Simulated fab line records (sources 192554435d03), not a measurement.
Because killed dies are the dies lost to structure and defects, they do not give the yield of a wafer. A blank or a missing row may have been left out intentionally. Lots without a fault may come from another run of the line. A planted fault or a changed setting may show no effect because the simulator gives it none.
Matching of chambers | flow n5 finfet | N5_BEOL_M9_CVD_78 on cvd co-02 has 3 sister chambers
The step deposits Co from CCTBA/H2, target thk 2 nm, time 138.9 s. 6 wafers are shown with their chamber, then 7 later ones without.

EACH WAFER AND ITS CHAMBER
wafer  | chamber | run length s (s)
L803.2 | 1       | 162.5
L814.3 | 2       | 160.8
L814.5 | 0       | 161.1
L814.6 | 1       | 161.9
L819.1 | 0       | 160.9
L819.2 | 2       | 161.3

WAFERS WITH NO CHAMBER GIVEN
wafer  | run length s (s)
L819.4 | 162.1
L818.3 | 162.2
L818.5 | 160.4
L818.6 | 162.1
L822.1 | 161.1
L822.2 | 160.7
L822.4 | 161.9

EACH ONE'S CHAMBER
wafer  | from the rows above          | in truth
L819.4 | 1                            | 1
L818.3 | 1                            | 1
L818.5 | can't be placed: 0 or 2      | 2
L818.6 | 1                            | 1
L822.1 | can't be placed: 2 or 0      | 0
L822.2 | can't be placed: 0 or 2      | 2
L822.4 | can't be placed: 1 or 2 or 0 | 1
Correctly placed: 3 of 7. These rows do not allow placing 4 (true chamber among the candidates in 4). 0 placed wrongly.
How it was worked out, from the rows above alone: a wafer's distance from a chamber is the root of the sum, over the readings, of the square of ((its reading less the chamber's mean) divided by the reading's scatter). If the next closest chamber is less than 2 further off than the closest, the wafer can't be placed; otherwise it belongs to the closest. A chamber's mean is the mean of its shown wafers. How the scatter is found: for the shown wafers, subtract from each reading the mean of its chamber, square and add these, divide the total by (wafers less chambers), then take the root.
